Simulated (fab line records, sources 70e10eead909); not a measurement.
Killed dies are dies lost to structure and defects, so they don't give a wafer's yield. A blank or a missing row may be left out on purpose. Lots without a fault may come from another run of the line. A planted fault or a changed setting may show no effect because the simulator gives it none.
One fault seen from 2 desks | flow nand_harc | each desk has only its own numbers; what lay behind them comes last

THE TOOL OWNER'S DESK: litho_track-06
The tool's own readings at NHARC_P_GATE_PEB_24 (peb time 65 s): means of the sampled wafers that have a number, for each lot that ran on this tool. A lot is out of limits, marked OUT, if its mean lies more than 4 standard deviations from the usual mean; the brackets give that distance.
Columns: A = heater_power_total_W at NHARC_P_GATE_PEB_24, usual 156.6 W; B = plate_temp_C at NHARC_P_GATE_PEB_24, usual 100.02 C; C = resist_line_temp_C at NHARC_P_GATE_PEB_24, usual 23.05 C
lot  | first seen here | A               | B                | C
L577 | day 5 23:01     | 156.7           | 100.06           | 23.15
L586 | day 9 06:13     | 156.3           | 100.13           | 23.07
L589 | day 10 06:17    | 170.3 (+31) OUT | 106.63 (+47) OUT | 23.04
L590 | day 11 00:40    | 170.3 (+31) OUT | 106.32 (+45) OUT | 23.14
L598 | day 14 15:18    | 156.9           | 99.79            | 23.07
This desk's finding: out of limits on L589, L590; first on L589, day 10 06:17 (heater_power_total_W at NHARC_P_GATE_PEB_24). In limits: L577, L586, L598.

THE METROLOGY DESK
What the gauges read, lot by lot, whatever tool the lot ran on: means of the sampled wafers that have a number. A lot is out of limits, marked OUT, if its mean lies more than 4 standard deviations from the usual mean; the brackets give that distance.
Columns: A = trench_depth_nm at NHARC_P_STI_OCD_MEAS_17, usual 301 nm; B = trench_foot_cd_nm at NHARC_P_STI_OCD_MEAS_17, usual 157.1 nm; C = cd_nm at NHARC_P_GATE_CD_MEAS_26, usual 119.8 nm; D = cd_nm at NHARC_P_GATE_CD_MEAS_33, usual 120.1 nm
lot  | first seen here | A   | B     | C               | D
L577 | day 3 13:34     | 296 | 156.2 | 119.7           | 121.3
L580 | day 4 12:11     | 296 | 156.5 | 118.6           | 120.8
L581 | day 4 20:59     | 304 | 154.8 | 120.3           | 121.8
L582 | day 5 08:20     | 302 | 156.3 | 119.1           | 117.7
L583 | day 5 18:11     | 302 | 159.5 | 119.7           | 120.0
L584 | day 6 04:35     | 298 | 155.0 | 120.1           | 121.0
L586 | day 7 03:13     | 304 | 157.9 | 120.7           | 119.5
L589 | day 8 07:41     | 303 | 155.4 | 100.5 (-26) OUT | 99.9 (-8.8) OUT
L590 | day 8 15:36     | 305 | 157.1 | 100.6 (-26) OUT | 96.0 (-10) OUT
L595 | day 10 18:47    | 305 | 156.9 | 119.3           | 120.2
L596 | day 11 05:47    | 306 | 157.2 | 119.7           | 118.8
L597 | day 11 14:57    | 301 | 157.5 | 119.2           | 119.4
L598 | day 12 02:08    | 301 | 156.3 | 120.3           | 119.0
L599 | day 12 09:53    | 303 | 158.5 | 119.0           | 118.6
This desk's finding: out of limits on L589, L590; first on L589, day 10 06:23 (cd_nm at NHARC_P_GATE_CD_MEAS_26). In limits: L577, L580, L581, L582, L583, L584, L586, L595, L596, L597, L598, L599.

PUT TOGETHER
The tool owner's desk could have raised an alarm at day 10 06:17, on L589, L590.
The metrology desk could have raised an alarm at day 10 06:23, on L589, L590.
Of the lots named, all ran NHARC_P_GATE_PEB_24 on litho_track-06.

WHAT THE SIMULATOR HAD PUT IN
Process parameter drift: litho_track-06, from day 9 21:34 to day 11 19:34, at NHARC_P_GATE_PEB_24. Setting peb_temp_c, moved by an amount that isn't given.
Lots struck among those shown: L589, L590.
Hours from the fault's start to each desk's first reading out of limits: the tool owner's desk, 9; the metrology desk, 9.
